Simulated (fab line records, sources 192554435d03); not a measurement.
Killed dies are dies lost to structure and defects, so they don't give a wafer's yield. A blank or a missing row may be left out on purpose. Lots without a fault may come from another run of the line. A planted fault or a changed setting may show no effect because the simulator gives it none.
Chamber matching | flow n5_finfet | N5_STI_FIN_REVEAL_ETCH_34 on rie_si-06: 4 sister chambers
The step etches Si in H2, material Si, target depth 0.97 nm. 4 wafers are shown with their chamber, then 11 later ones without.

WAFERS WITH THEIR CHAMBER
wafer  | chamber | throttle_valve_pct (%)
L087.6 | 1       | 25.29
L091.3 | 2       | 25.30
L091.5 | 3       | 25.65
L093.1 | 0       | 25.90

WAFERS WITHOUT THEIR CHAMBER
wafer  | throttle_valve_pct (%)
L093.2 | 25.29
L093.4 | 25.29
L095.2 | 25.29
L095.3 | 25.29
L095.4 | 25.64
L096.2 | 25.29
L096.3 | 25.65
L096.4 | 25.91
L097.2 | 25.91
L097.4 | 25.66
L097.5 | 25.30

WHICH CHAMBER EACH WENT THROUGH
wafer  | from the rows above     | in truth
L093.2 | can't be placed: 1 or 2 | 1
L093.4 | can't be placed: 1 or 2 | 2
L095.2 | can't be placed: 1 or 2 | 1
L095.3 | can't be placed: 1 or 2 | 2
L095.4 | 3                       | 3
L096.2 | can't be placed: 1 or 2 | 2
L096.3 | 3                       | 3
L096.4 | 0                       | 0
L097.2 | 0                       | 0
L097.4 | 3                       | 3
L097.5 | can't be placed: 2 or 1 | 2
Placed correctly: 5 of 11. Can't be placed from these rows: 6 (the true chamber is among the candidates in 6). Placed wrongly: 0.
How it was worked out, from the rows above alone: a wafer's distance from a chamber is the root of the sum, over the readings, of the square of ((its reading less the chamber's mean) divided by the reading's scatter). The wafer belongs to the nearest chamber; if the next one is less than 2 further off, it can't be placed. A chamber's mean is the mean of its shown wafers. The scatter: with one shown wafer a chamber, the root of the mean of the squares of how far each hidden wafer lies from its nearest shown one.
